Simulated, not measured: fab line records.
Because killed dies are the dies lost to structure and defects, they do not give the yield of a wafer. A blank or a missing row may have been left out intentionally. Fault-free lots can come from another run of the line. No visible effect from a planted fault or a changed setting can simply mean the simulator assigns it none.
Which tool was responsible? :: flow n5_finfet :: 11 lots, 32 wafers sampled, at 3 steps of a route of 1938

WHAT THE GAUGES READ, wafer by wafer
N5_MIM_BOT_LITHO_CD_MEAS_08: the cd target is 3000 nm. Usual: cd_nm reads 3000.6 nm (standard deviation 2).
lot: L479
measured: day 12 17:41
on: cd_sem-03
cd_nm (nm): 3001.0 2996.6
flag: 

lot: L480
measured: day 12 19:26
on: cd_sem-02
cd_nm (nm): 3004.2 3004.4 3001.9
flag: 

lot: L481
measured: day 12 09:44
on: cd_sem-03
cd_nm (nm): 3000.5 3002.5 2998.3
flag: 

lot: L484
measured: day 13 14:31
on: cd_sem-03
cd_nm (nm): 2997.4 3000.5 2998.2
flag: 

lot: L485
measured: day 13 16:16
on: cd_sem-02
cd_nm (nm): 3002.8 3001.1 3000.3
flag: 

lot: L486
measured: day 14 00:23
on: cd_sem-02
cd_nm (nm): 3000.4 3000.5 3000.6
flag: 

lot: L488
measured: day 14 11:26
on: cd_sem-02
cd_nm (nm): 3002.8 3002.2 3005.9
flag: 

lot: L489
measured: day 14 15:40
on: cd_sem-03
cd_nm (nm): 3002.6 3002.4 3000.2
flag: 

lot: L490
measured: day 15 00:53
on: cd_sem-03
cd_nm (nm): 3004.0 3003.1 3001.1
flag: 

lot: L498
measured: day 16 06:15
on: cd_sem-03
cd_nm (nm): 3002.4 3001.3 3001.1
flag: 

lot: L499
measured: day 17 00:15
on: cd_sem-02
cd_nm (nm): 3000.7 2997.8 2998.6
flag: 

TOOL THAT RAN EACH LOT (tool first, then ch and the chambers of the sampled wafers, then the start)
lot: L479
N5_HKMG_FIN_WET_ETCH_87: wet_bench-04 ch 2,6, day 4 02:40
N5_MIM_TOP_ETCH_STRIP_01: rie_diel-04 ch 3, day 12 17:08

lot: L480
N5_HKMG_FIN_WET_ETCH_87: wet_bench-04 ch 3,4,5, day 4 10:26
N5_MIM_TOP_ETCH_STRIP_01: rie_diel-04 ch 0,1,2, day 12 19:00

lot: L481
N5_HKMG_FIN_WET_ETCH_87: wet_bench-04 ch 1,4,6, day 4 16:54
N5_MIM_TOP_ETCH_STRIP_01: rie_diel-02 ch 0,1,2, day 12 09:11

lot: L484
N5_HKMG_FIN_WET_ETCH_87: wet_bench-05 ch 3,4,6, day 5 15:50
N5_MIM_TOP_ETCH_STRIP_01: rie_diel-04 ch 0,2,3, day 13 14:05

lot: L485
N5_HKMG_FIN_WET_ETCH_87: wet_bench-04 ch 0,5,7, day 5 18:11
N5_MIM_TOP_ETCH_STRIP_01: rie_diel-04 ch 2,3, day 13 15:51

lot: L486
N5_HKMG_FIN_WET_ETCH_87: wet_bench-04 ch 4,6,7, day 6 00:22
N5_MIM_TOP_ETCH_STRIP_01: rie_diel-06 ch 0,2, day 13 23:49

lot: L488
N5_HKMG_FIN_WET_ETCH_87: wet_bench-04 ch 2,5,7, day 6 08:44
N5_MIM_TOP_ETCH_STRIP_01: rie_diel-04 ch 1,2, day 14 10:52

lot: L489
N5_HKMG_FIN_WET_ETCH_87: wet_bench-04 ch 3,4,6, day 6 16:34
N5_MIM_TOP_ETCH_STRIP_01: rie_diel-06 ch 0,1,3, day 14 15:13

lot: L490
N5_HKMG_FIN_WET_ETCH_87: wet_bench-04 ch 0,2,6, day 7 05:01
N5_MIM_TOP_ETCH_STRIP_01: rie_diel-04 ch 0,2, day 15 00:21

lot: L498
N5_HKMG_FIN_WET_ETCH_87: wet_bench-01 ch 2,3,4, day 9 00:37
N5_MIM_TOP_ETCH_STRIP_01: rie_diel-04 ch 2,3, day 16 05:43

lot: L499
N5_HKMG_FIN_WET_ETCH_87: wet_bench-05 ch 2,6,7, day 9 08:14
N5_MIM_TOP_ETCH_STRIP_01: rie_diel-04 ch 0,3, day 16 23:42
- N5_HKMG_FIN_WET_ETCH_87: etches TiN in SC1, time 154.2 s, target depth 4.7 nm, rinse time 30 s.
- N5_MIM_TOP_ETCH_STRIP_01: strips in O2.

AS READ BY THE TOOLS THEMSELVES (means over the sampled wafers that have a number; for cases with no such wafer, the mark the record gives instead)
N5_HKMG_FIN_WET_ETCH_87. Usual: bath_guard_temp_C 50.0 C, standard deviation 0.53; h2o2_flow_mL_min 69.77, standard deviation 0.22.
lot: L479
tool: wet_bench-04
bath_guard_temp_C (C): 49.9
h2o2_flow_mL_min: 69.56
flag: 

lot: L480
tool: wet_bench-04
bath_guard_temp_C (C): 50.3
h2o2_flow_mL_min: 69.64
flag: 

lot: L481
tool: wet_bench-04
bath_guard_temp_C (C): 50.6
h2o2_flow_mL_min: 69.81
flag: 

lot: L484
tool: wet_bench-05
bath_guard_temp_C (C): 49.6
h2o2_flow_mL_min: 69.58
flag: 

lot: L485
tool: wet_bench-04
bath_guard_temp_C (C): 49.9
h2o2_flow_mL_min: 69.89
flag: 

lot: L486
tool: wet_bench-04
bath_guard_temp_C (C): 50.1
h2o2_flow_mL_min: 69.91
flag: 

lot: L488
tool: wet_bench-04
bath_guard_temp_C (C): 49.8
h2o2_flow_mL_min: 69.84
flag: 

lot: L489
tool: wet_bench-04
bath_guard_temp_C (C): 50.6
h2o2_flow_mL_min: 69.59
flag: 

lot: L490
tool: wet_bench-04
bath_guard_temp_C (C): 50.0
h2o2_flow_mL_min: 70.02
flag: 

lot: L498
tool: wet_bench-01
bath_guard_temp_C (C): 49.9
h2o2_flow_mL_min: 69.71
flag: 

lot: L499
tool: wet_bench-05
bath_guard_temp_C (C): 49.7
h2o2_flow_mL_min: 69.85
flag: 

N5_MIM_TOP_ETCH_STRIP_01. Usual: drypump_motor_current_A 5.5 A, standard deviation 0.41; oes_product_au 0.83 a.u., standard deviation 0.076; rf_vpp_V 3.5 V, standard deviation 1.3; showerhead_plenum_p_Torr 2.14 Torr, standard deviation 0.061; throttle_valve_pct 16.61 %, standard deviation 0.27.
lot: L479
tool: rie_diel-04
drypump_motor_current_A (A): 5.9
oes_product_au (a.u.): 0.72
rf_vpp_V (V): 2.1
showerhead_plenum_p_Torr (Torr): 2.18
throttle_valve_pct (%): 17.35
flag: 

lot: L480
tool: rie_diel-04
drypump_motor_current_A (A): 5.4
oes_product_au (a.u.): 0.82
rf_vpp_V (V): 2.8
showerhead_plenum_p_Torr (Torr): 2.12
throttle_valve_pct (%): 16.50
flag: 

lot: L481
tool: rie_diel-02
drypump_motor_current_A (A): 5.8
oes_product_au (a.u.): 0.83
rf_vpp_V (V): 3.5
showerhead_plenum_p_Torr (Torr): 2.21
throttle_valve_pct (%): 16.58
flag: 

lot: L484
tool: rie_diel-04
drypump_motor_current_A (A): 5.5
oes_product_au (a.u.): 0.80
rf_vpp_V (V): 3.0
showerhead_plenum_p_Torr (Torr): 2.15
throttle_valve_pct (%): 16.70
flag: 

lot: L485
tool: rie_diel-04
drypump_motor_current_A (A): 5.4
oes_product_au (a.u.): 0.78
rf_vpp_V (V): 3.3
showerhead_plenum_p_Torr (Torr): 2.15
throttle_valve_pct (%): 16.75
flag: 

lot: L486
tool: rie_diel-06
drypump_motor_current_A (A): 4.7
oes_product_au (a.u.): 0.76
rf_vpp_V (V): 3.9
showerhead_plenum_p_Torr (Torr): 2.05
throttle_valve_pct (%): 16.83
flag: 

lot: L488
tool: rie_diel-04
drypump_motor_current_A (A): 5.3
oes_product_au (a.u.): 0.75
rf_vpp_V (V): 4.3
showerhead_plenum_p_Torr (Torr): 2.10
throttle_valve_pct (%): 16.66
flag: 

lot: L489
tool: rie_diel-06
drypump_motor_current_A (A): 5.2
oes_product_au (a.u.): 0.84
rf_vpp_V (V): 4.2
showerhead_plenum_p_Torr (Torr): 2.07
throttle_valve_pct (%): 16.67
flag: 

lot: L490
tool: rie_diel-04
drypump_motor_current_A (A): 5.4
oes_product_au (a.u.): 0.84
rf_vpp_V (V): 3.5
showerhead_plenum_p_Torr (Torr): 2.12
throttle_valve_pct (%): 16.42
flag: 

lot: L498
tool: rie_diel-04
drypump_motor_current_A (A): 5.4
oes_product_au (a.u.): 0.84
rf_vpp_V (V): 2.9
showerhead_plenum_p_Torr (Torr): 2.14
throttle_valve_pct (%): 16.62
flag: 

lot: L499
tool: rie_diel-04
drypump_motor_current_A (A): 5.6
oes_product_au (a.u.): 0.86
rf_vpp_V (V): 3.2
showerhead_plenum_p_Torr (Torr): 2.13
throttle_valve_pct (%): 16.59
flag: 

THE ANSWER, worked out from the rows above alone
Rule: take the mean of a lot's wafers that have a number; if it is more than 3 standard deviations from the usual mean, the lot is off. Also off: a lot with no number at a reading for which 4 or more lots have one. Where the step has rows for the other lots, those lots are counted as sound. Order of review: gauges by route order, followed by the tools' own readings, for which a lot's mean as printed above is used. At the first step where some lot is off, the reading lying furthest off is the one used; lots without a number count as furthest.
Nothing can be told from this: no lot is off at any reading shown.

WHAT HAD BEEN PUT IN BY THE SIMULATOR
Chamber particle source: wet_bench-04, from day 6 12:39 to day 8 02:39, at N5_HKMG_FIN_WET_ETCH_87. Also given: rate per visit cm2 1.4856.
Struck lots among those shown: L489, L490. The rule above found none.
